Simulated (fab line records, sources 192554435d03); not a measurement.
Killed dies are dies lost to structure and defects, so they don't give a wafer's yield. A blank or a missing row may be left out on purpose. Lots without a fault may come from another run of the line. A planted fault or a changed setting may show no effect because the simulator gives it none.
One fault seen from 3 desks | flow n5_finfet | each desk has only its own numbers; what lay behind them comes last

THE METROLOGY DESK
What the gauges read, lot by lot, whatever tool the lot ran on: means of the sampled wafers that have a number. A lot is out of limits, marked OUT, if its mean lies more than 4 standard deviations from the usual mean; the brackets give that distance.
Columns: A = cd_nm at N5_BEOL_M7_CD_MEAS_28, usual 39.96 nm; B = V6_OVL at N5_BEOL_M7_OVL_MEAS_29, usual -0.6 nm
lot  | first seen here | A     | B
L882 | day 9 23:52     | 39.95 | 0.5
L883 | day 10 06:20    | 39.99 | -0.7
L886 | day 11 10:37    | 39.73 | -1.0
L887 | day 12 00:22    | 39.97 | -1.1
L892 | day 12 20:34    | 40.05 | -0.1
L895 | day 13 18:31    | 39.88 | -1.1
This desk's finding: nothing out of limits on any of the 6 lots.

THE DEFECT DESK
What the inspections along the route counted, lot by lot: means of the sampled wafers that have a number. A lot is out of limits, marked OUT, if its mean lies more than 4 standard deviations from the usual mean; the brackets give that distance.
Columns: A = raw_defect_count at N5_BEOL_M7_INSPECT_30, usual 398
lot  | first seen here | A
L882 | day 9 23:56     | 460
L883 | day 10 06:25    | 406
L886 | day 11 10:42    | 410
L887 | day 12 00:28    | 294
L892 | day 12 20:40    | 426
L895 | day 13 18:37    | 346
This desk's finding: nothing out of limits on any of the 6 lots.

THE TOOL OWNER'S DESK: rie_diel-05
The tool's own readings at N5_BEOL_M7_ETCH_66 (etches SOC in N2/H2, target depth 80 nm, overetch 16 nm, time 120 s): means of the sampled wafers that have a number, for each lot that ran on this tool. A lot is out of limits, marked OUT, if its mean lies more than 4 standard deviations from the usual mean; the brackets give that distance.
Columns: A = bias_w at N5_BEOL_M7_ETCH_66, usual 150.0 W; B = drypump_motor_current_A at N5_BEOL_M7_ETCH_66, usual 5.5 A; C = oes_product_au at N5_BEOL_M7_ETCH_66, usual 0.61 a.u.; D = rf_vpp_V at N5_BEOL_M7_ETCH_66, usual 524.4 V; E = showerhead_plenum_p_Torr at N5_BEOL_M7_ETCH_66, usual 2.57 Torr; F = throttle_valve_pct at N5_BEOL_M7_ETCH_66, usual 17.95 %
lot  | first seen here | A               | B   | C    | D               | E    | F
L882 | day 10 00:04    | 150.3           | 5.2 | 0.62 | 522.6           | 2.48 | 17.91
L883 | day 10 06:32    | 185.8 (+75) OUT | 6.0 | 0.60 | 597.1 (+29) OUT | 2.53 | 18.12
L886 | day 11 11:24    | 168.0 (+38) OUT | 5.8 | 0.57 | 558.8 (+14) OUT | 2.47 | 17.98
This desk's finding: out of limits on L883, L886; first on L883, day 10 06:32 (bias_w at N5_BEOL_M7_ETCH_66). In limits: L882.

PUT TOGETHER
The tool owner's desk could have raised an alarm at day 10 06:32, on L883, L886.
The metrology desk saw nothing out of limits.
The defect desk saw nothing out of limits.
The metrology desk has L883, L886 on record, within its limits.
The defect desk has L883, L886 on record, within its limits.
Of the lots named, all ran N5_BEOL_M7_ETCH_66 on rie_diel-05.

WHAT THE SIMULATOR HAD PUT IN
Process parameter drift: rie_diel-05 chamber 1, from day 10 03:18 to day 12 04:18, at N5_BEOL_M7_ETCH_66. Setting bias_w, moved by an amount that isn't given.
Lots struck among those shown: L883, L886.
Hours from the fault's start to each desk's first reading out of limits: the tool owner's desk, 3.
